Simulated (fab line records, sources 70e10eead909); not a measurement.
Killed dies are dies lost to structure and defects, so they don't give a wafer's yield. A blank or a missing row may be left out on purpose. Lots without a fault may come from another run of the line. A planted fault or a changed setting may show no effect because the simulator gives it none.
fab line records | flow nand_harc
record lots=24 wafers=72 last_day=24
route steps=1159 shown P_M1@315 P_M2@333 P_BONDPAD@365
lots that met no fault: from a run of the same line without faults
start_h: hours from the record's first day to the start of the lot's first wafer shown | wait_h: hours since the lot's step before | " the same as in the row above | L1.1+2: a row that stands for several wafers | - no value, or no start given | * or withheld: withheld | < > ~ a bound
route shown NAME@n: a module of which the file shows steps, and the number in the route of the first | usual: mean/standard deviation of fault-free wafers | same: alike in all rows | chamber/n: place in a boat | sites: the reading at each site | _std_site: their standard deviation | _edge_site: outer sites' mean less inner sites' | radius_mm: how far each site lies from the wafer's centre | mask NAME#n: copy n | behind: the tool/chamber that last shaped the wafer | hold: why the lot was held/for how many hours/how that ended | device: the transistor (n, p or np) that didn't switch | end of line: the same wafers' tests at the end of the route | a step without rows: its recipe alone | killed: dies lost to structure and defects at the first sort, not the wafer's yield | map: a wafer's dies, x killed, . not, _ none there
set.NAME: the setting as run; set.NAME@STEP: as run at that earlier step | model.NAME: the simulator's own value behind a step, which no gauge read
steps of the route over a sample of lots; a table a step, a row a wafer
services: from which hour (start_h, from the record's first day; less than 0 if before it) a tool's chamber was out of use, for how many hours, and why
## steps
# step NHARC_P_M1_INSPECT_27
# usual raw_defect_count=328/120
# columns lot.wafer tool chamber start_h wait_h raw_defect_count
L074.2 defect_inspect-02 - 129.85 0.0 271
L074.4 " - " " 236
L074.6 " - " " 273
L075.2 defect_inspect-01 - 136.78 0.0 229
L075.3 " - " " 233
L075.5 " - " " 208
L076.2 defect_inspect-01 - 140.70 0.0 307
L076.3 " - " " 281
L076.6 " - " " 347
L077.2 defect_inspect-01 - 146.37 0.0 363
L077.3 " - " " 341
L077.5 " - " " 457
L078.2 defect_inspect-02 - 149.54 0.0 513
L078.3 " - " " 392
L078.5 " - " " 560
L080.2 defect_inspect-02 - 152.06 0.0 293
L080.5 " - " " 225
L080.6 " - " " 253
L079.3 defect_inspect-01 - 152.39 0.0 296
L079.4 " - " " 271
L079.5 " - " " 318
L081.2 defect_inspect-02 - 164.31 0.0 553
L081.4 " - " " 487
L081.6 " - " " 549
L082.2 defect_inspect-01 - 166.51 0.0 327
L082.3 " - " " 431
L082.6 " - " " 229
L083.1 defect_inspect-02 - 180.99 0.0 198
L083.2 " - " " 196
L083.3 " - " " 198
L085.2 defect_inspect-02 - 188.43 0.0 229
L085.3 " - " " 398
L085.4 " - " " 245
L084.3 defect_inspect-02 - 189.40 0.0 410
L084.4 " - " " 644
L084.5 " - " " 565
L088.2 defect_inspect-01 - 201.76 0.0 269
L088.5 " - " " 320
L088.6 " - " " 308
L087.1 defect_inspect-02 - 203.43 0.0 413
L087.3 " - " " 223
L087.6 " - " " 308
L086.1 defect_inspect-01 - 203.91 0.0 185
L086.3 " - " " 151
L086.4 " - " " 247
L090.2 defect_inspect-02 - 220.80 0.0 226
L090.5 " - " " 435
L090.6 " - " " 257
L089.1 defect_inspect-02 - 221.51 0.0 348
L089.2 " - " " 309
L089.6 " - " " 293
L091.2 defect_inspect-02 - 228.15 0.0 281
L091.3 " - " " 333
L091.6 " - " " 268
L092.2 defect_inspect-02 - 228.83 0.0 354
L092.3 " - " " 296
L092.6 " - " " 280
L094.3 defect_inspect-02 - 237.78 0.0 408
L094.4 " - " " 573
L094.5 " - " " 427
L093.2 defect_inspect-02 - 238.66 0.0 517
L093.3 " - " " 436
L093.5 " - " " 489
L095.1 defect_inspect-01 - 256.72 0.0 465
L095.2 " - " " 329
L095.4 " - " " 340
L096.3 defect_inspect-02 - 259.36 0.0 262
L096.5 " - " " 253
L096.6 " - " " 263
L097.2 defect_inspect-02 - 271.47 0.0 605
L097.5 " - " " 284
L097.6 " - " " 360
# step NHARC_P_M2_ETCH_15
# recipe target_depth_a=1825 time_s=91.2 c4f8_flow_sccm=withheld ar_flow_sccm=400 rf_w=600 bias_w=300 chemistry=C4F8/Ar
# usual oes_product_au=0.943/0.025 rf_fwd_power_W=596.9/2 rf_vpp_V=442.0/2.9
# same time_s=91.2
# columns lot.wafer tool chamber start_h wait_h oes_product_au rf_fwd_power_W rf_hours_counter_h rf_vpp_V
L074.2 rie_diel-11 1 - - 0.932 598.9 4 444.4
L074.4 " 0 " " 0.943 596.9 4 443.3
L074.6 " 1 " " 0.923 599.6 - 445.7
L075.2 rie_diel-11 3 - - 0.979 596.9 4 438.9
L075.3 " 1 " " 0.989 597.5 4 444.2
L075.5 " 3 " " 0.965 597.4 - 439.7
L076.2 rie_diel-07 0 - - 0.928 596.9 15 443.6
L076.3 " 2 " " 0.911 600.1 17 444.8
L076.6 " 1 " " 0.941 593.9 - 444.4
L077.3 rie_diel-11 1 - - 0.934 598.1 5 445.4
L077.2 " 2 " " 0.925 603.0 3 436.9
L077.5 " 0 " " 0.943 597.5 - 444.3
L078.3 rie_diel-11 3 - - 0.970 596.1 4 439.0
L078.2 " 1 " " 0.974 597.1 5 445.5
L078.5 " 0 " " 0.985 594.9 - 444.4
L080.2 rie_diel-07 2 - - 0.913 600.1 20 442.0
L080.6 " 3 " " 0.915 600.1 - 444.9
L080.5 " 0 " " 0.921 597.2 - 443.8
L079.4 rie_diel-11 3 - - 0.976 597.5 5 439.2
L079.3 " 0 " " 0.980 597.4 5 444.4
L079.5 " 0 " " 0.988 596.6 - 445.0
L081.4 rie_diel-07 2 - - 0.921 596.7 24 442.5
L081.2 " 1 " " 0.933 596.5 20 445.5
L081.6 " 2 " " 0.903 596.7 - 444.0
L082.3 rie_diel-03 1 - - 0.924 597.4 45 442.9
L082.2 " 2 " " 0.918 595.3 44 443.5
L082.6 " 0 " " 0.923 595.7 - 440.5
L083.1 rie_diel-11 1 - - 0.968 599.2 6 444.4
L083.3 " 3 " " 0.980 600.1 5 439.5
L083.2 " 0 " " 0.989 597.9 6 444.2
L085.2 rie_diel-03 1 - - 0.936 596.3 53 443.4
L085.3 " 2 " " 0.913 597.3 51 443.9
L085.4 " 3 " " 0.918 594.8 48 437.2
L084.3 rie_diel-07 3 - - 0.916 596.8 25 443.5
L084.4 " 2 " " 0.915 597.0 28 441.6
L084.5 " 0 " " 0.929 596.8 - 442.0
L088.2 rie_diel-11 2 - - 0.945 595.4 0 438.0
L088.5 " 0 " " 0.979 595.2 - 444.6
L088.6 " 1 " " 0.953 595.5 - 446.3
L087.3 rie_diel-07 0 - - 0.920 597.3 27 444.7
L087.1 " 1 " " 0.918 595.4 28 443.8
L087.6 " 0 " " 0.927 598.6 - 442.7
L086.3 rie_diel-03 2 - - 0.914 597.7 59 442.2
L086.4 " 3 " " 0.914 593.9 56 435.9
L086.1 " 1 " " 0.925 596.4 60 444.1
L090.2 rie_diel-07 3 - - 0.910 595.6 32 444.6
L090.6 " 1 " " 0.924 597.0 - 443.9
L090.5 " 2 " " 0.929 598.7 - 443.4
L089.2 rie_diel-11 0 - - 0.939 597.8 1 443.5
L089.1 " 1 " " 0.925 595.3 1 443.0
L089.6 " 2 " " 0.944 595.9 - 437.4
L091.3 rie_diel-03 0 - - 0.943 598.3 2 440.8
L091.2 " 1 " " 0.953 593.1 2 442.4
L091.6 " 2 " " 0.939 599.3 - 443.8
L092.2 rie_diel-03 3 - - 0.936 592.2 2 444.8
L092.3 " 1 " " 0.958 597.9 2 441.7
L092.6 " 3 " " 0.927 589.5 - 444.9
L094.3 rie_diel-11 3 - - 0.963 599.6 1 440.0
L094.4 " 1 " " 0.962 596.2 1 444.8
L094.5 " 3 " " 0.963 595.9 - 439.6
L093.2 rie_diel-11 0 - - 0.971 594.6 2 444.6
L093.3 " 1 " " 0.967 598.2 1 446.5
L093.5 " 2 " " 0.959 598.4 - 437.2
L095.1 rie_diel-11 3 - - 0.961 598.0 2 437.7
L095.2 " 0 " " 0.969 594.7 2 444.6
L095.4 " 1 " " 0.946 595.4 2 444.3
L096.3 rie_diel-11 1 - - 0.973 594.3 2 443.0
L096.5 " 3 " " 0.959 599.4 - 437.1
L096.6 " 0 " " 0.972 595.0 - 444.0
L097.2 rie_diel-07 2 - - 0.933 598.1 7 443.2
L097.5 " 2 " " 0.927 596.1 - 442.1
L097.6 " 3 " " 0.908 595.9 - 445.1
# step NHARC_P_M2_THK_MEAS_24
# recipe thk_meas_gauge=xrf
# usual thk_nm=144.5/1.5
# columns lot.wafer tool chamber start_h wait_h thk_nm
L074.2 film_metro-02 - 133.87 - 143.1
L074.4 " - " " 145.5
L074.6 " - " " 146.1
L075.2 film_metro-01 - 140.78 - 145.3
L075.3 " - " " 142.2
L075.5 " - " " 147.7
L076.2 film_metro-02 - 144.69 - 146.8
L076.3 " - " " 145.3
L076.6 " - " " 142.4
L077.2 film_metro-01 - 150.35 - 145.2
L077.3 " - " " 143.5
L077.5 " - " " 145.4
L078.2 film_metro-01 - 153.53 - 144.2
L078.3 " - " " 142.6
L078.5 " - " " 145.4
L080.2 film_metro-01 - 156.05 - 143.7
L080.5 " - " " 144.1
L080.6 " - " " 145.6
L079.3 film_metro-01 - 156.24 - 142.6
L079.4 " - " " 144.3
L079.5 " - " " 142.7
L081.2 film_metro-02 - 168.61 - 143.9
L081.4 " - " " 144.6
L081.6 " - " " 146.1
L082.2 film_metro-02 - 170.61 - 143.8
L082.3 " - " " 145.0
L082.6 " - " " 145.8
L083.1 film_metro-01 - 185.27 - 145.4
L083.2 " - " " 144.0
L083.3 " - " " 145.1
L085.2 film_metro-02 - 192.57 - 144.4
L085.3 " - " " 143.8
L085.4 " - " " 144.8
L084.3 film_metro-02 - 193.38 - 144.6
L084.4 " - " " 141.7
L084.5 " - " " 146.9
L088.2 film_metro-02 - 205.99 - 144.2
L088.5 " - " " 142.9
L088.6 " - " " 140.1
L087.1 film_metro-01 - 207.31 - 142.5
L087.3 " - " " 142.1
L087.6 " - " " 143.2
L086.1 film_metro-02 - 207.77 - 145.0
L086.3 " - " " 144.1
L086.4 " - " " 145.0
L090.2 film_metro-02 - 224.95 - 146.5
L090.5 " - " " 145.6
L090.6 " - " " 145.2
L089.1 film_metro-01 - 225.67 - 144.6
L089.2 " - " " 146.4
L089.6 " - " " 144.7
L091.2 film_metro-02 - 232.53 - 146.0
L091.3 " - " " 144.9
L091.6 " - " " 144.6
L092.2 film_metro-01 - 233.67 - 143.3
L092.3 " - " " 145.2
L092.6 " - " " 142.7
L094.3 film_metro-01 - 241.71 - 145.4
L094.4 " - " " 144.4
L094.5 " - " " 145.2
L093.2 film_metro-02 - 242.67 - 144.8
L093.3 " - " " 144.6
L093.5 " - " " 144.0
L095.1 film_metro-02 - 260.70 - 145.3
L095.2 " - " " 143.8
L095.4 " - " " 143.3
L096.3 film_metro-01 - 263.38 - 145.0
L096.5 " - " " 145.1
L096.6 " - " " 143.9
L097.2 film_metro-02 - 275.49 - 141.4
L097.5 " - " " 142.1
L097.6 " - " " 145.3
# step NHARC_P_M2_INSPECT_27
# usual raw_defect_count=310/120
# columns lot.wafer tool chamber start_h wait_h raw_defect_count
L074.2 defect_inspect-02 - 134.03 0.0 228
L074.4 " - " " 311
L074.6 " - " " 223
L075.2 defect_inspect-01 - 140.94 0.0 306
L075.3 " - " " 333
L075.5 " - " " 338
L076.2 defect_inspect-01 - 144.84 0.0 313
L076.3 " - " " 299
L076.6 " - " " 451
L077.2 defect_inspect-02 - 150.51 0.0 236
L077.3 " - " " 243
L077.5 " - " " 119
L078.2 defect_inspect-02 - 153.69 0.0 345
L078.3 " - " " 234
L078.5 " - " " 287
L080.2 defect_inspect-01 - 156.21 0.0 154
L080.5 " - " " 177
L080.6 " - " " 225
L079.3 defect_inspect-02 - 156.39 0.0 344
L079.4 " - " " 202
L079.5 " - " " 305
L081.2 defect_inspect-02 - 168.76 0.0 257
L081.4 " - " " 245
L081.6 " - " " 285
L082.2 defect_inspect-01 - 170.77 0.0 280
L082.3 " - " " 388
L082.6 " - " " 207
L083.1 defect_inspect-02 - 185.44 0.0 374
L083.2 " - " " 391
L083.3 " - " " 240
L085.2 defect_inspect-01 - 192.73 0.0 239
L085.3 " - " " 416
L085.4 " - " " 181
L084.3 defect_inspect-01 - 193.54 0.0 270
L084.4 " - " " 232
L084.5 " - " " 424
L088.2 defect_inspect-02 - 206.15 0.0 362
L088.5 " - " " 321
L088.6 " - " " 282
L087.1 defect_inspect-02 - 207.46 0.0 323
L087.3 " - " " 213
L087.6 " - " " 566
L086.1 defect_inspect-01 - 207.92 0.0 296
L086.3 " - " " 264
L086.4 " - " " 316
L090.2 defect_inspect-02 - 225.11 0.0 602
L090.5 " - " " 538
L090.6 " - " " 359
L089.1 defect_inspect-02 - 225.82 0.0 207
L089.2 " - " " 178
L089.6 " - " " 184
L091.2 defect_inspect-01 - 232.78 0.0 450
L091.3 " - " " 239
L091.6 " - " " 304
L092.2 defect_inspect-02 - 233.83 0.0 385
L092.3 " - " " 281
L092.6 " - " " 396
L094.3 defect_inspect-01 - 241.86 0.0 357
L094.4 " - " " 342
L094.5 " - " " 357
L093.2 defect_inspect-02 - 242.82 0.0 263
L093.3 " - " " 213
L093.5 " - " " 225
L095.1 defect_inspect-02 - 260.86 0.0 303
L095.2 " - " " 268
L095.4 " - " " 351
L096.3 defect_inspect-02 - 263.53 0.0 222
L096.5 " - " " 141
L096.6 " - " " 300
L097.2 defect_inspect-02 - 275.64 0.0 396
L097.5 " - " " 235
L097.6 " - " " 167
# step NHARC_P_BONDPAD_OVL_MEAS_38
# usual overlay_x_nm=-2/5.8 overlay_y_nm=2/5.2
# columns lot.wafer tool chamber start_h wait_h overlay_x_nm overlay_y_nm
L074.2 overlay-02 - 135.90 - -5 2
L074.4 " - " " -6 1
L074.6 " - " " -5 2
L075.2 overlay-01 - 142.66 - -1 7
L075.3 " - " " -1 7
L075.5 " - " " -1 7
L076.2 overlay-01 - 146.59 - -2 -3
L076.3 " - " " -1 -3
L076.6 " - " " -1 -2
L077.2 overlay-01 - 152.40 - 12 1
L077.3 " - " " 12 1
L077.5 " - " " 12 1
L078.2 overlay-02 - 155.54 - -8 -6
L078.3 " - " " -8 -6
L078.5 " - " " -8 -6
L080.2 overlay-02 - 158.21 - -13 6
L080.5 " - " " -13 6
L080.6 " - " " -13 6
L079.3 overlay-02 - 158.48 - 4 0
L079.4 " - " " 4 0
L079.5 " - " " 4 0
L081.2 overlay-01 - 170.49 - 0 7
L081.4 " - " " 0 6
L081.6 " - " " 0 7
L082.2 overlay-02 - 172.65 - -4 8
L082.3 " - " " -4 8
L082.6 " - " " -4 8
L083.1 overlay-01 - 187.38 - -6 2
L083.2 " - " " -5 2
L083.3 " - " " -5 3
L085.2 overlay-01 - 194.62 - -5 10
L085.3 " - " " -5 10
L085.4 " - " " -5 11
L084.3 overlay-01 - 195.38 - -9 -3
L084.4 " - " " -8 -2
L084.5 " - " " -9 -3
L088.2 overlay-01 - 207.89 - -2 2
L088.5 " - " " -2 2
L088.6 " - " " -1 1
L087.1 overlay-01 - 209.21 - -6 0
L087.3 " - " " -7 0
L087.6 " - " " -6 -1
L086.1 overlay-02 - 209.69 - -3 -8
L086.3 " - " " -2 -8
L086.4 " - " " -2 -8
L090.2 overlay-02 - 227.01 - -4 1
L090.5 " - " " -3 1
L090.6 " - " " -3 1
L089.1 overlay-01 - 227.69 - -1 6
L089.2 " - " " -1 6
L089.6 " - " " -2 6
L091.2 overlay-02 - 234.64 - 10 9
L091.3 " - " " 10 8
L091.6 " - " " 11 9
L092.2 overlay-02 - 235.77 - -3 4
L092.3 " - " " -3 5
L092.6 " - " " -3 4
L094.3 overlay-02 - 244.46 - 7 5
L094.4 " - " " 8 5
L094.5 " - " " 7 5
L093.2 overlay-01 - 244.70 - -5 2
L093.3 " - " " -4 2
L093.5 " - " " -4 1
L095.1 overlay-02 - 262.61 - 0 2
L095.2 " - " " 0 2
L095.4 " - " " 0 2
L096.3 overlay-02 - 265.28 - 7 -12
L096.5 " - " " 7 -11
L096.6 " - " " 7 -12
L097.2 overlay-01 - 277.49 - -5 -2
L097.5 " - " " -5 -2
L097.6 " - " " -5 -2
# step NHARC_P_BONDPAD_THK_MEAS_20
# recipe thk_meas_gauge=xrf
# usual thk_nm=161.1/1.6
# columns lot.wafer tool chamber start_h wait_h thk_nm
L074.2 film_metro-01 - 138.40 - 161.0
L074.4 " - " " 163.4
L074.6 " - " " 159.7
L075.2 film_metro-01 - 145.14 - 160.3
L075.3 " - " " 158.9
L075.5 " - " " 159.7
L076.2 film_metro-02 - 149.06 - 162.5
L076.3 " - " " 161.7
L076.6 " - " " 158.7
L077.2 film_metro-01 - 154.86 - 159.7
L077.3 " - " " 162.8
L077.5 " - " " 162.6
L078.2 film_metro-01 - 158.00 - 161.8
L078.3 " - " " 161.5
L078.5 " - " " 160.7
L080.2 film_metro-01 - 160.69 - 158.7
L080.5 " - " " 161.3
L080.6 " - " " 160.8
L079.3 film_metro-01 - 160.98 - 161.5
L079.4 " - " " 164.4
L079.5 " - " " 159.4
L081.2 film_metro-01 - 173.01 - 159.9
L081.4 " - " " 161.4
L081.6 " - " " 160.9
L082.2 film_metro-01 - 175.14 - 163.2
L082.3 " - " " 163.6
L082.6 " - " " 162.7
L083.1 film_metro-01 - 189.87 - 165.0
L083.2 " - " " 161.0
L083.3 " - " " 160.4
L085.2 film_metro-01 - 197.08 - 159.1
L085.3 " - " " 161.8
L085.4 " - " " 159.7
L084.3 film_metro-01 - 197.85 - 160.3
L084.4 " - " " 164.4
L084.5 " - " " 159.9
L088.2 film_metro-01 - 210.47 - 160.1
L088.5 " - " " 163.4
L088.6 " - " " 160.5
L087.1 film_metro-02 - 211.79 - 162.2
L087.3 " - " " 164.2
L087.6 " - " " 164.6
L086.1 film_metro-01 - 212.29 - 161.3
L086.3 " - " " 160.0
L086.4 " - " " 160.4
L090.2 film_metro-01 - 229.50 - 160.6
L090.5 " - " " 161.5
L090.6 " - " " 163.5
L089.1 film_metro-02 - 230.20 - 160.3
L089.2 " - " " 159.3
L089.6 " - " " 160.2
L091.2 film_metro-01 - 237.30 - 160.8
L091.3 " - " " 162.4
L091.6 " - " " 159.9
L092.2 film_metro-01 - 238.42 - 159.5
L092.3 " - " " 159.9
L092.6 " - " " 165.4
L094.3 film_metro-01 - 246.94 - 161.6
L094.4 " - " " 158.2
L094.5 " - " " 161.9
L093.2 film_metro-02 - 247.19 - 160.9
L093.3 " - " " 158.2
L093.5 " - " " 161.7
L095.1 film_metro-02 - 265.27 - 160.6
L095.2 " - " " 160.5
L095.4 " - " " 160.4
L096.3 film_metro-02 - 267.81 - 160.7
L096.5 " - " " 158.7
L096.6 " - " " 160.9
L097.2 film_metro-01 - 280.37 - 158.2
L097.5 " - " " 160.1
L097.6 " - " " 161.4
## services
# columns tool chamber start_h hours kind
rie_diel-11 0 119.50 - clean
rie_diel-11 1 119.50 - clean
rie_diel-11 2 119.50 - clean
rie_diel-11 3 119.50 - clean
rie_diel-11 0 144.00 - clean
rie_diel-11 1 144.00 - clean
rie_diel-11 2 144.00 - clean
rie_diel-11 3 144.00 - clean
rie_diel-11 0 168.50 - clean
rie_diel-11 1 168.50 - clean
rie_diel-11 2 168.50 - clean
rie_diel-11 3 168.50 - clean
rie_diel-11 - 189.50 9.0 pm
rie_diel-11 0 189.50 9.0 vent_cycle
rie_diel-11 1 189.50 9.0 vent_cycle
rie_diel-11 2 189.50 9.0 vent_cycle
rie_diel-11 3 189.50 9.0 vent_cycle
rie_diel-11 0 198.50 - clean
rie_diel-11 1 198.50 - clean
rie_diel-11 2 198.50 - clean
rie_diel-11 3 198.50 - clean
rie_diel-03 - 215.83 9.0 pm
rie_diel-07 - 228.21 9.0 pm
rie_diel-11 2 262.22 11.2 repair
## key
fault none
